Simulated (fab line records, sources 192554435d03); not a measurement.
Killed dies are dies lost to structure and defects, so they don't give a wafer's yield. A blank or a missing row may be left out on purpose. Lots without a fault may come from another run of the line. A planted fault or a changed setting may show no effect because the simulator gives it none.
fab line records | flow n5_finfet | part 1 of 2: steps 1 to 21 of 26
record lots=5 wafers=15 last_day=15
route steps=1938 shown GATE_CUT@474
lots that met no fault: from a run of the same line without faults
start_h: hours from the record's first day to the start of the lot's first wafer shown | wait_h: hours since the lot's step before | " the same as in the row above | L1.1+2: a row that stands for several wafers | - no value, or no start given | * or withheld: withheld | < > ~ a bound
route shown NAME@n: a module of which the file shows steps, and the number in the route of the first | usual: mean/standard deviation of fault-free wafers | same: alike in all rows | chamber/n: place in a boat | sites: the reading at each site | _std_site: their standard deviation | _edge_site: outer sites' mean less inner sites' | radius_mm: how far each site lies from the wafer's centre | mask NAME#n: copy n | behind: the tool/chamber that last shaped the wafer | hold: why the lot was held/for how many hours/how that ended | device: the transistor (n, p or np) that didn't switch | end of line: the same wafers' tests at the end of the route | a step without rows: its recipe alone | killed: dies lost to structure and defects at the first sort, not the wafer's yield | map: a wafer's dies, x killed, . not, _ none there
set.NAME: the setting as run; set.NAME@STEP: as run at that earlier step | model.NAME: the simulator's own value behind a step, which no gauge read
lots at some steps of the route; a table a step, a row a wafer
services: from which hour (start_h, from the record's first day; less than 0 if before it) a tool's chamber was out of use, for how many hours, and why
## steps
# step N5_GATE_CUT_PECVD_57
# recipe material=SiNx target_thk_a=210 temp_c=400 precursor=SiH4/NH3/N2 pressure_torr=1.5 rf_w=300
# usual heater_power_w=802/130 showerhead_plenum_p_Torr=5.17/0.044 throttle_valve_pct=38.6/1.5
# columns lot.wafer tool chamber start_h wait_h heater_power_w showerhead_plenum_p_Torr throttle_valve_pct
L076.2 pecvd-02 1 99.79 1.1 574 5.20 38.0
L076.3 " 0 " " 936 5.15 37.7
L076.5 " 2 " " 883 5.16 35.8
L077.1 pecvd-01 0 106.92 1.1 1037 5.12 38.4
L077.5 " 2 " " 693 5.17 37.0
L077.6 " 1 " " 724 5.19 41.5
L080.4 pecvd-02 0 117.97 1.1 800 5.16 38.0
L080.5 " 2 " " 907 5.14 35.7
L080.6 " 1 " " 604 5.22 37.6
L083.2 pecvd-01 2 140.70 1.1 674 5.17 37.3
L083.4 " 1 " " 851 5.21 41.4
L083.5 " 0 " " 1012 5.13 38.4
L089.2 pecvd-02 1 172.55 1.1 565 5.21 37.8
L089.5 " 1 " " 571 5.21 37.9
L089.6 " 2 " " 910 5.14 36.5
# step N5_GATE_CUT_CMP_02
# recipe stop_on=SiO2 t_overpolish_s=12.7 post_cmp_clean=alkaline_brush down_force_psi=2.5 platen_rpm=51.8 pad_velocity_m_s=1.0307 target_thk_nm=0
# usual motor_current_A=9.1/1.1 overpolish_run_s=12.700/0.0094 slurry_flow_ml_min=150.0/0.43 time_to_endpoint_s=26/3.3
# columns lot.wafer tool chamber start_h wait_h motor_current_A overpolish_run_s slurry_flow_ml_min time_to_endpoint_s
L076.3 cmp-02 2 99.86 0.1 6.9 12.713 149.5 24
L076.2 " 1 " " 10.3 12.706 149.2 27
L076.5 " 3 " " 9.0 12.704 150.5 26
L077.1 cmp-01 2 107.03 0.1 8.3 12.698 149.1 24
L077.5 " 1 " " 7.9 12.700 149.3 20
L077.6 " 2 " " 8.1 12.703 150.0 24
L080.4 cmp-02 3 118.10 0.1 9.1 12.708 150.5 27
L080.5 " 1 " " 9.8 12.705 149.7 29
L080.6 " 2 " " 6.8 12.684 150.3 25
L083.2 cmp-02 3 140.81 0.1 9.4 12.693 150.2 24
L083.4 " 1 " " 10.4 12.712 149.9 31
L083.5 " 2 " " 6.8 12.693 150.0 29
L089.2 cmp-01 0 172.66 0.1 10.6 12.684 149.9 27
L089.6 " 3 " " 10.3 12.711 150.3 23
L089.5 " 0 " " 10.0 12.696 149.2 27
# step N5_GATE_CUT_HM_DEP_46
# recipe material=SiO2 target_thk_a=1300 temp_c=400 precursor=TEOS/O2 pressure_torr=6.5 rf_w=900 teos_flow_sccm=161.4 gas=O2 flow_sccm=2650 time_s=26.6
# usual heater_power_w=596/110 showerhead_plenum_p_Torr=8.363/0.028 throttle_valve_pct=18.1/0.67
# same time_s=26.6
# columns lot.wafer tool chamber start_h wait_h heater_power_w showerhead_plenum_p_Torr throttle_valve_pct
L076.2 pecvd-03 2 100.19 0.0 704 8.377 17.7
L076.3 " 1 " " 514 8.303 18.3
L076.5 " 2 " " 710 8.370 17.9
L077.1 pecvd-01 1 107.32 0.0 603 8.379 19.3
L077.5 " 2 " " 443 8.353 17.6
L077.6 " 1 " " 606 8.396 19.2
L080.4 pecvd-01 1 118.38 0.1 620 8.376 19.5
L080.5 " 2 " " 474 8.368 17.5
L080.6 " 0 " " 701 8.328 17.8
L083.2 pecvd-02 2 141.11 0.0 705 8.355 16.9
L083.4 " 0 " " 593 8.354 18.3
L083.5 " 0 " " 606 8.361 17.9
L089.2 pecvd-03 1 172.96 0.0 530 8.331 18.1
L089.5 " 0 " " 568 8.373 18.8
L089.6 " 1 " " 554 8.330 18.1
# step N5_GATE_CUT_COAT_34
# recipe resist=SOC temp_c=250 time_s=60 spin_rpm=1500 resist_thk_nm=60
# usual spin_speed_rpm=1500.2/0.86
# same time_s=60
# columns lot.wafer tool chamber start_h wait_h spin_speed_rpm
L076.2 litho_track-05 0 100.26 0.0 1500.6
L076.3 " 0 " " 1500.0
L076.5 " 0 " " 1499.6
L077.1 litho_track-02 0 107.39 0.0 1500.2
L077.5 " 0 " " 1500.0
L077.6 " 0 " " 1500.2
L080.4 litho_track-01 0 118.42 0.0 1498.9
L080.5 " 0 " " 1499.6
L080.6 " 0 " " 1500.2
L083.2 litho_track-05 0 141.19 0.1 1499.2
L083.4 " 0 " " 1499.8
L083.5 " 0 " " 1500.3
L089.2 litho_track-02 0 173.02 0.0 1500.8
L089.5 " 0 " " 1500.1
L089.6 " 0 " " 1500.9
# step N5_GATE_CUT_COAT_35
# recipe resist=SiARC temp_c=220 time_s=60 spin_rpm=1500 resist_thk_nm=10
# usual spin_speed_rpm=1500.1/0.94
# same time_s=60
# columns lot.wafer tool chamber start_h wait_h spin_speed_rpm
L076.2 litho_track-05 0 - - 1498.8
L076.3 " 0 " " 1499.9
L076.5 " 0 " " 1499.6
L077.1 litho_track-02 0 - - 1499.4
L077.5 " 0 " " 1500.3
L077.6 " 0 " " 1499.6
L080.4 litho_track-01 0 - - 1498.2
L080.5 " 0 " " 1497.8
L080.6 " 0 " " 1499.0
L083.2 litho_track-05 0 - - 1500.6
L083.4 " 0 " " 1501.3
L083.5 " 0 " " 1499.9
L089.2 litho_track-02 0 - - 1498.7
L089.5 " 0 " " 1500.0
L089.6 " 0 " " 1498.7
# step N5_GATE_CUT_COAT_27
# recipe resist=underlayer temp_c=205 time_s=60 spin_rpm=1500 resist_thk_nm=10
# usual spin_speed_rpm=1500.0/0.94
# same time_s=60
# columns lot.wafer tool chamber start_h wait_h spin_speed_rpm
L076.2 litho_track-05 0 - - 1498.7
L076.3 " 0 " " 1498.6
L076.5 " 0 " " 1499.3
L077.1 litho_track-02 0 - - 1499.4
L077.5 " 0 " " 1499.2
L077.6 " 0 " " 1499.6
L080.4 litho_track-01 0 - - 1499.4
L080.5 " 0 " " 1500.9
L080.6 " 0 " " 1500.7
L083.2 litho_track-05 0 - - 1501.3
L083.4 " 0 " " 1499.1
L083.5 " 0 " " 1498.8
L089.2 litho_track-02 0 - - 1498.9
L089.5 " 0 " " 1501.1
L089.6 " 0 " " 1500.5
# step N5_GATE_CUT_COAT_07
# recipe resist=CAR-EUV spin_rpm=1500 resist_thk_nm=30
# usual spin_speed_rpm=1500.0/0.99
# columns lot.wafer tool chamber start_h wait_h spin_speed_rpm
L076.2 litho_track-05 0 - - 1500.9
L076.3 " 0 " " 1500.7
L076.5 " 0 " " 1499.5
L077.1 litho_track-02 0 - - 1499.3
L077.5 " 0 " " 1498.7
L077.6 " 0 " " 1499.7
L080.4 litho_track-01 0 - - 1498.4
L080.5 " 0 " " 1498.7
L080.6 " 0 " " 1499.2
L083.2 litho_track-05 0 - - 1500.3
L083.4 " 0 " " 1500.7
L083.5 " 0 " " 1501.8
L089.2 litho_track-02 0 - - 1499.7
L089.5 " 0 " " 1500.6
L089.6 " 0 " " 1499.2
# step N5_GATE_CUT_EBR_09
# recipe solvent=PGMEA ebr_width_mm=1.5
# columns lot.wafer tool chamber start_h wait_h
L076.2+3+5 litho_track-05 0 - -
L077.1+5+6 litho_track-02 0 - -
L080.4+5+6 litho_track-01 0 - -
L083.2+4+5 litho_track-05 0 - -
L089.2+5+6 litho_track-02 0 - -
# step N5_GATE_CUT_SOFTBAKE_08
# recipe temp_c=110 time_s=60 resist=CAR-EUV
# same time_s=60
# columns lot.wafer tool chamber start_h wait_h
L076.2+3+5 litho_track-05 0 - -
L077.1+5+6 litho_track-02 0 - -
L080.4+5+6 litho_track-01 0 - -
L083.2+4+5 litho_track-05 0 - -
L089.2+5+6 litho_track-02 0 - -
# step N5_GATE_CUT_EXPOSE_10
# recipe mask_id=GATE_CUT na=0.33 source_shape=annular sigma_inner=0.35 sigma_outer=0.8 polarization=unpolarized target_cd_nm=20 dose_mj=43.25
# columns lot.wafer tool chamber start_h wait_h mask
L076.2+3+5 euv_scanner-02 0 100.40 - GATE_CUT#0
L077.1+5+6 euv_scanner-02 0 107.53 - GATE_CUT#0
L080.4+5+6 euv_scanner-01 0 118.71 - GATE_CUT#0
L083.2+4+5 euv_scanner-01 0 141.34 - GATE_CUT#0
L089.2+5+6 euv_scanner-02 0 173.29 - GATE_CUT#0
# step N5_GATE_CUT_PEB_11
# recipe peb_temp_c=100 peb_time_s=60 resist=CAR-EUV
# columns lot.wafer tool chamber start_h wait_h
L076.2+3+5 litho_track-02 0 100.46 0.1
L077.1+5+6 litho_track-02 0 107.59 0.1
L080.4+5+6 litho_track-02 0 118.75 0.0
L083.2+4+5 litho_track-05 0 141.40 0.1
L089.2+5+6 litho_track-02 0 173.35 0.1
# step N5_GATE_CUT_DEVELOP_12
# recipe develop_time_s=30 developer=TMAH resist=CAR-EUV rinse_liquid=surfactant_rinse dry=air_spin dev_temp_c=23
# columns lot.wafer tool chamber start_h wait_h
L076.2+3+5 litho_track-02 0 - -
L077.1+5+6 litho_track-02 0 - -
L080.4+5+6 litho_track-02 0 - -
L083.2+4+5 litho_track-05 0 - -
L089.2+5+6 litho_track-02 0 - -
# step N5_GATE_CUT_CD_MEAS_13
# recipe target_cd_nm=20 landing_energy_ev=500 detector=se_inlens
# usual cd_nm=19.95/0.29
# columns lot.wafer tool chamber start_h wait_h cd_nm
L076.2 cd_sem-02 0 100.53 - 20.20
L076.3 " 0 " " 20.34
L076.5 " 0 " " 20.18
L077.1 cd_sem-01 0 107.66 - 20.13
L077.5 " 0 " " 20.15
L077.6 " 0 " " 20.11
L080.4 cd_sem-02 0 118.82 - 20.15
L080.5 " 0 " " 19.90
L080.6 " 0 " " 20.41
L083.2 cd_sem-03 0 141.47 - 19.80
L083.4 " 0 " " 19.68
L083.5 " 0 " " 19.89
L089.2 cd_sem-02 0 173.42 - 20.10
L089.5 " 0 " " 19.84
L089.6 " 0 " " 19.82
# step N5_GATE_CUT_OVL_MEAS_14
# recipe points_per_wafer=522
# usual GATE_CUT_OVL=-0.3/0.65
# columns lot.wafer tool chamber start_h wait_h GATE_CUT_OVL[nm]
L076.2 overlay-02 0 100.56 0.0 0.2
L076.3 " 0 " " 0.6
L076.5 " 0 " " 0.4
L077.1 overlay-02 0 107.69 0.0 0.0
L077.5 " 0 " " -0.6
L077.6 " 0 " " -0.4
L080.4 overlay-01 0 118.86 0.0 -0.6
L080.5 " 0 " " -1.2
L080.6 " 0 " " 0.2
L083.2 overlay-01 0 141.50 0.0 0.0
L083.4 " 0 " " 0.3
L083.5 " 0 " " -0.6
L089.2 overlay-02 0 173.46 0.0 0.0
L089.5 " 0 " " -1.3
L089.6 " 0 " " -1.1
# step N5_GATE_CUT_INSPECT_15
# recipe mode=adi inspect_instrument=brightfield
# usual raw_defect_count=127/54
# columns lot.wafer tool chamber start_h wait_h raw_defect_count
L076.2 defect_inspect-01 - 100.62 0.0 95
L076.3 " - " " 102
L076.5 " - " " 126
L077.1 defect_inspect-01 - 107.75 0.1 107
L077.5 " - " " 58
L077.6 " - " " 103
L080.4 defect_inspect-01 - 118.91 0.0 197
L080.5 " - " " 209
L080.6 " - " " 173
L083.2 defect_inspect-02 - 141.55 0.0 149
L083.4 " - " " 122
L083.5 " - " " 195
L089.2 defect_inspect-01 - 173.51 0.0 189
L089.5 " - " " 179
L089.6 " - " " 118
# step N5_GATE_CUT_DESCUM_18
# recipe chemistry=O2 time_s=7 source_power_w=50 bias_power_w=20 pressure_mtorr=20 rf_frequency_hz=2.712e+07 temp_c=40 resist=CAR-EUV o2_flow_sccm=225
# usual drypump_motor_current_A=6.0/0.46 oes_product_au=0.75/0.055 rf_vpp_V=243.1/1.6 showerhead_plenum_p_Torr=2.08/0.086 throttle_valve_pct=20.5/0.37
# same time_s=7
# columns lot.wafer tool chamber start_h wait_h drypump_motor_current_A oes_product_au rf_hours_counter_h rf_vpp_V showerhead_plenum_p_Torr throttle_valve_pct
L076.2 rie_diel-03 2 100.73 0.1 6.2 0.72 175 242.9 2.14 20.3
L076.3 " 3 " " 5.8 0.82 85 242.6 2.00 19.8
L076.5 " 0 " " 5.7 0.79 - 243.7 2.19 20.8
L077.1 rie_diel-01 3 107.78 0.0 5.4 0.80 117 243.4 2.10 20.7
L077.5 " 3 " " 5.4 0.80 - 243.6 2.10 20.7
L077.6 " 0 " " 5.5 0.72 - 242.8 2.08 20.7
L080.4 rie_diel-03 1 118.97 0.1 6.7 0.70 184 242.9 2.00 20.8
L080.5 " 0 " " 5.7 0.79 - 245.5 2.19 20.8
L080.6 " 1 " " 6.8 0.69 - 241.0 2.00 20.8
L083.2 rie_diel-01 2 142.13 0.6 5.4 0.74 171 244.2 2.20 20.7
L083.4 " 3 " " 5.4 0.79 127 241.4 2.10 20.7
L083.5 " 1 " " 5.5 0.70 - 243.6 2.12 20.6
L089.2 rie_diel-03 3 173.75 0.2 5.8 0.78 109 241.3 1.99 19.9
L089.5 " 1 " " 6.8 0.68 - 239.5 2.00 20.8
L089.6 " 0 " " 5.7 0.77 - 245.1 2.18 20.9
# step N5_GATE_CUT_ETCH_28
# recipe chemistry=N2/H2 target=underlayer target_depth_a=130 mask_material=CAR-EUV time_s=10.4 ion_energy_ev=200 pressure_mtorr=30 source_w=840 bias_w=150 n2_flow_sccm=200 h2_flow_sccm=200 ends=cleared
# usual drypump_motor_current_A=6.0/0.45 etch_rf_on_time_s=10.4/0.31 h2_flow_sccm=199.9/0.61 oes_product_au=0.64/0.046 rf_vpp_V=523.9/2.9 showerhead_plenum_p_Torr=2.55/0.1 throttle_valve_pct=17.98/0.24
# columns lot.wafer tool chamber start_h wait_h drypump_motor_current_A etch_rf_on_time_s h2_flow_sccm oes_product_au rf_hours_counter_h rf_vpp_V showerhead_plenum_p_Torr throttle_valve_pct
L076.2 rie_diel-03 2 100.76 0.0 6.2 11.1 200.2 0.59 175 527.4 2.64 17.90
L076.3 " 3 " " 5.8 10.0 200.3 0.70 85 523.0 2.48 17.59
L076.5 " 0 " " 5.8 10.5 200.1 0.65 - 526.8 2.66 18.15
L077.1 rie_diel-01 3 107.82 0.0 5.4 10.4 199.1 0.67 117 525.0 2.59 18.48
L077.5 " 3 " " 5.4 10.3 199.4 0.67 - 523.4 2.59 18.47
L077.6 " 0 " " 5.5 10.6 200.7 0.60 - 523.3 2.53 18.12
L080.4 rie_diel-03 1 119.00 0.0 6.9 10.4 199.8 0.61 184 520.8 2.42 18.06
L080.5 " 0 " " 5.8 10.5 200.8 0.66 - 526.2 2.66 18.17
L080.6 " 1 " " 6.8 10.5 200.2 0.60 - 520.8 2.42 18.06
L083.2 rie_diel-01 2 142.16 0.0 5.4 10.7 199.5 0.63 171 526.6 2.65 18.00
L083.4 " 3 " " 5.4 10.4 200.8 0.66 127 524.4 2.59 18.49
L083.5 " 1 " " 5.5 10.1 199.8 0.61 - 524.1 2.59 18.11
L089.2 rie_diel-03 3 173.79 0.0 5.9 10.2 199.9 0.68 109 523.2 2.47 17.65
L089.5 " 1 " " 6.8 10.5 199.2 0.60 - 519.9 2.41 18.08
L089.6 " 0 " " 5.8 10.7 200.4 0.63 - 526.2 2.65 18.19
# step N5_GATE_CUT_ETCH_36
# recipe chemistry=CF4 target=SiARC target_depth_a=130 mask_material=CAR-EUV time_s=21.7 ion_energy_ev=80 pressure_mtorr=40 source_w=545 bias_w=36 Ar_flow_sccm=100 cf4_flow_sccm=100 ends=cleared
# usual drypump_motor_current_A=6.0/0.46 etch_rf_on_time_s=21.8/0.69 oes_product_au=0.64/0.046 rf_vpp_V=184.1/1.3 showerhead_plenum_p_Torr=2.15/0.083 throttle_valve_pct=15.75/0.29
# columns lot.wafer tool chamber start_h wait_h drypump_motor_current_A etch_rf_on_time_s oes_product_au rf_hours_counter_h rf_vpp_V showerhead_plenum_p_Torr throttle_valve_pct
L076.2 rie_diel-03 2 100.78 0.0 6.2 23.1 0.59 175 184.0 2.23 15.89
L076.3 " 3 " " 5.8 21.2 0.70 85 183.8 2.08 15.21
L076.5 " 0 " " 5.8 22.0 0.66 - 185.6 2.23 15.86
L077.1 rie_diel-01 3 107.84 0.0 5.4 21.7 0.67 117 185.1 2.17 15.98
L077.5 " 3 " " 5.4 21.5 0.67 - 184.5 2.17 15.96
L077.6 " 0 " " 5.5 22.3 0.61 - 184.6 2.14 15.92
L080.4 rie_diel-03 1 119.02 0.0 6.8 21.8 0.60 184 183.7 2.05 15.94
L080.5 " 0 " " 5.7 22.5 0.65 - 185.0 2.23 15.86
L080.6 " 1 " " 6.8 22.2 0.60 - 183.0 2.05 15.93
L083.2 rie_diel-01 2 142.18 0.0 5.4 22.0 0.62 171 183.9 2.21 15.69
L083.4 " 3 " " 5.4 20.9 0.67 127 184.6 2.17 15.99
L083.5 " 1 " " 5.5 20.8 0.60 - 184.7 2.20 16.06
L089.2 rie_diel-03 3 173.81 0.0 5.9 21.3 0.67 109 184.5 2.07 15.28
L089.5 " 1 " " 6.8 21.7 0.60 - 184.3 2.05 15.96
L089.6 " 0 " " 5.7 22.1 0.63 - 186.0 2.22 15.90
# step N5_GATE_CUT_ETCH_37
# recipe chemistry=N2/H2 target=SOC target_depth_a=600 overetch_a=120 mask_material=SiARC temp_c=40 time_s=90 ion_energy_ev=200 pressure_mtorr=30 source_w=840 bias_w=150 n2_flow_sccm=200 h2_flow_sccm=200
# usual drypump_motor_current_A=6.0/0.46 h2_flow_sccm=199.9/0.63 oes_product_au=0.67/0.045 rf_vpp_V=523.8/3 showerhead_plenum_p_Torr=2.55/0.1 throttle_valve_pct=17.96/0.24
# same time_s=90
# columns lot.wafer tool chamber start_h wait_h drypump_motor_current_A h2_flow_sccm oes_product_au rf_hours_counter_h rf_vpp_V showerhead_plenum_p_Torr throttle_valve_pct
L076.2 rie_diel-03 2 100.81 0.0 6.2 200.2 0.64 175 525.7 2.64 17.87
L076.3 " 3 " " 5.8 199.6 0.72 85 521.0 2.48 17.58
L076.5 " 0 " " 5.8 200.8 0.70 - 526.5 2.66 18.13
L077.1 rie_diel-01 3 107.86 0.0 5.4 199.7 0.70 117 523.6 2.59 18.44
L077.5 " 3 " " 5.4 199.4 0.70 - 524.0 2.59 18.45
L077.6 " 0 " " 5.5 201.0 0.65 - 524.0 2.53 18.09
L080.4 rie_diel-03 1 119.05 0.0 6.8 200.0 0.63 184 520.2 2.42 18.03
L080.5 " 0 " " 5.7 200.2 0.69 - 527.8 2.66 18.15
L080.6 " 1 " " 6.9 198.6 0.63 - 520.0 2.42 18.04
L083.2 rie_diel-01 2 142.21 0.0 5.4 199.6 0.66 171 527.5 2.65 17.98
L083.4 " 3 " " 5.4 199.3 0.69 127 523.8 2.59 18.45
L083.5 " 1 " " 5.5 200.5 0.62 - 526.4 2.58 18.08
L089.2 rie_diel-03 3 173.83 0.0 5.9 199.6 0.69 109 520.7 2.47 17.60
L089.5 " 1 " " 6.8 199.2 0.63 - 521.9 2.41 18.06
L089.6 " 0 " " 5.8 201.2 0.68 - 526.9 2.65 18.19
# step N5_GATE_CUT_STRIP_38
# recipe chemistry=N2/H2 temp_c=40 n2_flow_sccm=200 h2_flow_sccm=200 rf_frequency_hz=6e+07
# columns lot.wafer tool chamber start_h wait_h
L076.2+3+5 rie_diel-03 2,3,0 100.87 0.0
L077.1+5+6 rie_diel-01 3,3,0 107.93 0.0
L080.4+5+6 rie_diel-03 1,0,1 119.11 0.0
L083.2+4+5 rie_diel-01 2,3,1 142.27 0.0
L089.2+5+6 rie_diel-03 3,1,0 173.90 0.0
# step N5_GATE_CUT_STRIP_39
# recipe chemistry=N2/H2 temp_c=40 n2_flow_sccm=200 h2_flow_sccm=200 rf_frequency_hz=6e+07
# columns lot.wafer tool chamber start_h wait_h
L076.2+3+5 rie_diel-03 2,3,0 100.88 0.0
L077.1+5+6 rie_diel-01 3,3,0 107.94 0.0
L080.4+5+6 rie_diel-03 1,0,1 119.12 0.0
L083.2+4+5 rie_diel-01 2,3,1 142.28 0.0
L089.2+5+6 rie_diel-03 3,1,0 173.91 0.0
